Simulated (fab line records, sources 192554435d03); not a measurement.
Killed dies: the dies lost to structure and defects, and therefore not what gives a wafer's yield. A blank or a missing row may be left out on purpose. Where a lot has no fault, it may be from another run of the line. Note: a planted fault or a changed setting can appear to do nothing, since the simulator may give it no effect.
Chamber matching ; flow n5-finfet ; pecvd-03 running N5_BEOL_M3_ILD_DEP_00: 3 sister chambers
The step deposits SiOC from DEMS/O2, target thk 79 nm, time 15.3 s. 3 wafers are shown with their chamber, then 12 later ones without.

WAFERS PAIRED WITH THEIR CHAMBERS
wafer;chamber;throttle-valve-pct (%)
L089.4;1;12.9
L089.5;0;12.4
L089.6;2;10.9

WAFERS WHOSE CHAMBER IS MISSING
wafer;throttle-valve-pct (%)
L090.1;12.8
L090.3;10.8
L090.4;12.6
L091.2;12.1
L091.3;10.6
L091.6;10.5
L092.3;12.2
L092.5;12.7
L092.6;12.2
L096.2;10.6
L096.3;13.1
L096.5;10.9

WHICH CHAMBER EACH ONE RAN IN
wafer;from the rows above;in truth
L090.1;can't be placed: 1 or 0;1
L090.3;2;2
L090.4;can't be placed: 0 or 1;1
L091.2;0;0
L091.3;2;2
L091.6;2;2
L092.3;0;0
L092.5;can't be placed: 1 or 0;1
L092.6;0;0
L096.2;2;2
L096.3;1;1
L096.5;2;2
Correctly placed: 9 of 12. Cannot be placed on the basis of these rows: 3; the candidates contain the true chamber in 3. Wrongly placed: 0.
How it was worked out, from the rows above alone: a wafer's distance from a chamber is the root of the sum, over the readings, of the square of ((its reading less the chamber's mean) divided by the reading's scatter). If the next closest chamber is less than 2 further off than the closest, the wafer can't be placed; otherwise it belongs to the closest. Each chamber's mean is taken over the wafers shown for it. The scatter (one wafer shown for each chamber): square how far every hidden wafer sits from the nearest shown wafer, average those squares and take the square root.
